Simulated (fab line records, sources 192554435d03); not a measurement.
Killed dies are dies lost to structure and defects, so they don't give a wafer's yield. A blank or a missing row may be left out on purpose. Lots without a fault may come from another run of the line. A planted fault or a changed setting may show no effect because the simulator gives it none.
Chamber matching | flow n5_finfet | N5_BEOL_M0_SAQP_MANDREL1_REMOVE_100 on rie_si-02: 4 sister chambers
The step chemistry HBr/Cl2/O2, target a-Si, stops on SiNx, bt time 10 s. 8 wafers are shown with their chamber, then 8 later ones without.

WAFERS WITH THEIR CHAMBER
wafer  | chamber | throttle_valve_pct (%) | drypump_motor_current_A (A)
L075.5 | 0       | 36.42                  | 6.3
L078.4 | 0       | 36.42                  | 6.3
L080.6 | 3       | 36.86                  | 6.0
L082.5 | 1       | 36.78                  | 6.2
L083.1 | 2       | 36.48                  | 5.3
L083.4 | 3       | 36.83                  | 6.0
L083.6 | 2       | 36.49                  | 5.3
L085.3 | 1       | 36.78                  | 6.1

WAFERS WITHOUT THEIR CHAMBER
wafer  | throttle_valve_pct (%) | drypump_motor_current_A (A)
L085.4 | 36.82                  | 6.0
L085.5 | 36.48                  | 5.3
L089.3 | 36.84                  | 6.0
L089.4 | 36.49                  | 5.3
L089.6 | 36.49                  | 5.3
L093.2 | 36.84                  | 6.0
L093.3 | 36.77                  | 6.2
L093.4 | 36.78                  | 6.2

WHICH CHAMBER EACH WENT THROUGH
wafer  | from the rows above | in truth
L085.4 | 3                   | 3
L085.5 | 2                   | 2
L089.3 | 3                   | 3
L089.4 | 2                   | 2
L089.6 | 2                   | 2
L093.2 | 3                   | 3
L093.3 | 1                   | 1
L093.4 | 1                   | 1
Placed correctly: 8 of 8. Can't be placed from these rows: 0. Placed wrongly: 0.
How it was worked out, from the rows above alone: a wafer's distance from a chamber is the root of the sum, over the readings, of the square of ((its reading less the chamber's mean) divided by the reading's scatter). The wafer belongs to the nearest chamber; if the next one is less than 2 further off, it can't be placed. A chamber's mean is the mean of its shown wafers. The scatter: the root of (the sum of the squares of (reading less its chamber's mean) over the shown wafers, divided by (wafers less chambers)).
